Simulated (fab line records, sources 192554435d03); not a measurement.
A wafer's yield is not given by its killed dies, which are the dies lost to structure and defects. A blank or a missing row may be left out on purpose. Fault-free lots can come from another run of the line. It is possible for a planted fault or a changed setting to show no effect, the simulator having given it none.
Matching of chambers + flow n5_finfet + N5_BEOL_M9_CURE_72 on uv_cure-03: 3 sister chambers
The step cures SiCOH lowk, time 120 s. 6 wafers are shown with their chamber, then 8 later ones without.

## WAFERS, EACH WITH ITS CHAMBER
| wafer  | chamber | wafer_temp_C_max | lamp_power_pct (%) |
|--------|---------|------------------|--------------------|
| L088.2 | 2       | 371.9            | 52.35              |
| L088.5 | 2       | 372.2            | 52.26              |
| L091.4 | 1       | 372.3            | 52.32              |
| L092.2 | 0       | 372.0            | 52.27              |
| L092.5 | 0       | 372.7            | 52.27              |
| L093.2 | 1       | 372.2            | 52.34              |

## WAFERS WHOSE CHAMBER IS MISSING
| wafer  | wafer_temp_C_max | lamp_power_pct (%) |
|--------|------------------|--------------------|
| L093.4 | 372.5            | 52.31              |
| L093.6 | 372.5            | 52.38              |
| L095.1 | 372.3            | 52.24              |
| L095.3 | 372.1            | 52.25              |
| L095.4 | 372.1            | 52.32              |
| L097.1 | 372.0            | 52.28              |
| L097.4 | 371.9            | 52.21              |
| L097.5 | 372.0            | 52.36              |

## EACH ONE'S CHAMBER
| wafer  | from the rows above          | in truth |
|--------|------------------------------|----------|
| L093.4 | can't be placed: 1 or 0 or 2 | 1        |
| L093.6 | can't be placed: 1 or 2 or 0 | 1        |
| L095.1 | can't be placed: 0 or 2 or 1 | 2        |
| L095.3 | can't be placed: 0 or 2 or 1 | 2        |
| L095.4 | can't be placed: 2 or 1 or 0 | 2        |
| L097.1 | can't be placed: 2 or 0 or 1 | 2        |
| L097.4 | can't be placed: 0 or 2 or 1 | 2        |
| L097.5 | can't be placed: 1 or 2 or 0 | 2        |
Correctly placed: 0 of 8. These rows do not allow placing 8 (true chamber among the candidates in 8). Number placed wrongly: 0.
How it was worked out, from the rows above alone: a wafer's distance from a chamber is the root of the sum, over the readings, of the square of ((its reading less the chamber's mean) divided by the reading's scatter). The wafer belongs to the nearest chamber; if the next one is less than 2 further off, it can't be placed. The mean given for a chamber averages the wafers shown for that chamber. The scatter is the square root of a quotient: the sum, over the shown wafers, of each reading's squared deviation from its chamber's mean, divided by wafers minus chambers.
